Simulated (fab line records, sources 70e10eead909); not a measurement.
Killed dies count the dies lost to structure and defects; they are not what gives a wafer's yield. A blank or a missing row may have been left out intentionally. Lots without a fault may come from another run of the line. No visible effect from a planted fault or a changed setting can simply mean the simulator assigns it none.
Which tool was responsible? + flow nand_harc + Sampling: 12 lots, 36 wafers, 4 of 1302 route steps

== WHAT THE GAUGES READ, wafer by wafer ==
NHARC_P_GATE_OVL_MEAS_27. Usual: overlay_x_nm -0.2 nm, standard deviation 0.68; overlay_y_nm -0.1 nm, standard deviation 0.79.
| lot  | measured     | on         | overlay_x_nm (nm) | overlay_y_nm (nm) | flag |
|------|--------------|------------|-------------------|-------------------|------|
| L317 | day 5 03:54  | overlay-02 | 0.8 -0.1 0.6      | -1.2 -1.4 -1.2    |      |
| L319 | day 5 16:32  | overlay-01 | -1.2 -1.2 -1.3    | -0.2 -0.1 -0.1    |      |
| L321 | day 6 13:08  | overlay-01 | 0.4 0.9 -0.1      | -1.3 -0.9 -0.9    |      |
| L323 | day 7 13:14  | overlay-02 | -0.9 -0.3 -0.6    | 0.6 1.1 0.8       |      |
| L324 | day 7 19:52  | overlay-02 | 0.7 0.3 0.4       | 0.3 0.0 0.7       |      |
| L334 | day 12 07:53 | overlay-01 | 1.0 0.5 0.5       | 1.2 0.5 0.7       |      |
| L335 | day 12 08:13 | overlay-02 | -1.2 -1.2 -1.1    | -0.6 -0.1 -0.2    |      |
| L336 | day 12 21:45 | overlay-02 | -0.4 -0.2 -0.5    | -0.2 -0.5 -0.9    |      |
| L337 | day 13 10:22 | overlay-02 | 0.0 0.0 -0.3      | -0.2 -0.6 -0.3    |      |
| L338 | day 13 17:26 | overlay-02 | -1.2 -0.4 -0.9    | -0.2 0.2 -0.7     |      |
| L339 | day 14 07:49 | overlay-02 | -0.9 -0.7 -0.8    | 0.2 1.1 1.0       |      |
| L340 | day 14 12:28 | overlay-02 | 0.5 0.8 -0.1      | -0.8 -0.2 -0.1    |      |

NHARC_P_GATE_CD_MEAS_59: target cd 720 nm. Usual: cd_nm at 719.1 nm, with a standard deviation of 1.6.
| lot  | measured     | on        | cd_nm (nm)        | flag |
|------|--------------|-----------|-------------------|------|
| L317 | day 5 17:38  | cd_sem-01 | 719.6 720.2 717.2 |      |
| L319 | day 6 06:01  | cd_sem-02 | 721.0 719.2 719.1 |      |
| L321 | day 7 04:45  | cd_sem-03 | 719.6 721.2 719.1 |      |
| L323 | day 8 02:50  | cd_sem-01 | 719.9 716.5 717.3 |      |
| L324 | day 8 09:31  | cd_sem-01 | 712.2 711.7 712.9 | OFF  |
| L334 | day 12 21:31 | cd_sem-02 | 718.4 720.9 720.4 |      |
| L335 | day 12 21:50 | cd_sem-01 | 721.2 718.1 719.8 |      |
| L336 | day 13 11:37 | cd_sem-02 | 721.8 719.9 718.8 |      |
| L337 | day 13 23:47 | cd_sem-01 | 721.1 719.6 720.6 |      |
| L338 | day 14 07:18 | cd_sem-02 | 721.4 719.6 719.0 |      |
| L339 | day 14 21:25 | cd_sem-02 | 719.7 717.1 720.4 |      |
| L340 | day 15 02:07 | cd_sem-02 | 721.5 721.6 720.2 |      |

== WHAT TOOL EACH LOT RAN ON (gives the tool, then ch and the chambers of the sampled wafers, and finally the start) ==
| lot  | NHARC_P_GATE_ETCH_32             | NHARC_P_GATE_EXPOSE_56            |
|------|----------------------------------|-----------------------------------|
| L317 | rie_si-04 ch 1,2, day 5 04:28    | krf_scanner-02 ch 0, day 5 17:29  |
| L319 | rie_si-01 ch 0,1, day 5 17:08    | krf_scanner-04 ch 0, day 6 05:52  |
| L321 | rie_si-01 ch 2,3, day 6 13:43    | krf_scanner-01 ch 0, day 7 04:36  |
| L323 | rie_si-02 ch 0,2,3, day 7 13:53  | krf_scanner-01 ch 0, day 8 02:42  |
| L324 | rie_si-02 ch 0,2,3, day 7 20:25  | krf_scanner-02 ch 0, day 8 09:22  |
| L334 | rie_si-01 ch 0,2,3, day 12 08:30 | krf_scanner-04 ch 0, day 12 21:22 |
| L335 | rie_si-04 ch 1,3, day 12 08:47   | krf_scanner-01 ch 0, day 12 21:41 |
| L336 | rie_si-02 ch 1,2, day 12 22:24   | krf_scanner-02 ch 0, day 13 11:28 |
| L337 | rie_si-02 ch 0,1,2, day 13 10:56 | krf_scanner-01 ch 0, day 13 23:38 |
| L338 | rie_si-01 ch 0,1, day 13 18:00   | krf_scanner-02 ch 0, day 14 07:08 |
| L339 | rie_si-01 ch 0,1,2, day 14 08:25 | krf_scanner-02 ch 0, day 14 21:16 |
| L340 | rie_si-02 ch 1,2,3, day 14 13:04 | krf_scanner-02 ch 0, day 15 01:58 |
- NHARC_P_GATE_ETCH_32: etches the open film in HBr/Cl2, target depth 150 nm, time 100.1 s.
- NHARC_P_GATE_EXPOSE_56: exposes mask P PSD, target cd 720 nm.

== AS READ BY THE TOOLS THEMSELVES (means over the sampled wafers that have a number; for cases with no such wafer, the mark the record gives instead) ==
NHARC_P_GATE_ETCH_32. Usual: bias_w 99.96 W, standard deviation 0.29; drypump_motor_current_A 6.0 A, standard deviation 0.54; mfc_cl2_sccm 49.98 sccm, standard deviation 0.17; oes_product_au 1.004 a.u., standard deviation 0.0092; rf_fwd_power_W 397.2 W, standard deviation 1.5; throttle_valve_pct 26.407 %, standard deviation 0.0088.
| lot  | tool      | bias_w (W) | drypump_motor_current_A (A) | mfc_cl2_sccm (sccm) | oes_product_au (a.u.) | rf_fwd_power_W (W) | throttle_valve_pct (%) | flag |
|------|-----------|------------|-----------------------------|---------------------|-----------------------|--------------------|------------------------|------|
| L317 | rie_si-04 | 100.01     | 5.8                         | 49.81               | 1.006                 | 397.1              | 26.410                 |      |
| L319 | rie_si-01 | 99.68      | 6.6                         | 50.04               | 0.996                 | 398.3              | 26.407                 |      |
| L321 | rie_si-01 | 100.03     | 5.9                         | 50.06               | 0.996                 | 396.5              | 26.404                 |      |
| L323 | rie_si-02 | 99.95      | 6.0                         | 49.84               | 0.996                 | 397.8              | 26.408                 |      |
| L324 | rie_si-02 | 100.01     | 6.0                         | 49.70               | 1.003                 | 397.9              | 26.401                 |      |
| L334 | rie_si-01 | 100.04     | 6.2                         | 49.89               | 1.004                 | 396.7              | 26.409                 |      |
| L335 | rie_si-04 | 99.74      | 6.0                         | 50.28               | 1.012                 | 397.1              | 26.404                 |      |
| L336 | rie_si-02 | 100.22     | 5.6                         | 50.04               | 1.012                 | 398.0              | 26.415                 |      |
| L337 | rie_si-02 | 100.02     | 5.7                         | 49.83               | 1.006                 | 397.2              | 26.417                 |      |
| L338 | rie_si-01 | 99.88      | 6.6                         | 49.97               | 1.001                 | 397.9              | 26.400                 |      |
| L339 | rie_si-01 | 100.13     | 6.6                         | 49.91               | 1.010                 | 397.6              | 26.405                 |      |
| L340 | rie_si-02 | 100.00     | 5.6                         | 49.99               | 1.006                 | 396.6              | 26.415                 |      |

== THE ANSWER, worked out from the rows above alone ==
Rule: take the mean of a lot's wafers that have a number; if it is more than 3 standard deviations from the usual mean, the lot is off. A lot without any number at a reading at which 4 lots or more have one is off too. Any other lot the step has rows for is counted as sound. First the gauges in route order, then the tools' own readings, where a lot's mean is used as printed above. The first step at which some lot is off is used, and at that step the reading that is off furthest; a lot without a number counts as furthest.
Off, at NHARC_P_GATE_CD_MEAS_59 on cd_nm: L324.
A tool fits if, at a process step before that reading, it ran every lot that is off, and no sound lot after the first of them. Gauges at NHARC_P_GATE_CD_MEAS_59: tried the same way as those tools. No candidate that was tried fits.

== WHAT THE SIMULATOR PUT IN ==
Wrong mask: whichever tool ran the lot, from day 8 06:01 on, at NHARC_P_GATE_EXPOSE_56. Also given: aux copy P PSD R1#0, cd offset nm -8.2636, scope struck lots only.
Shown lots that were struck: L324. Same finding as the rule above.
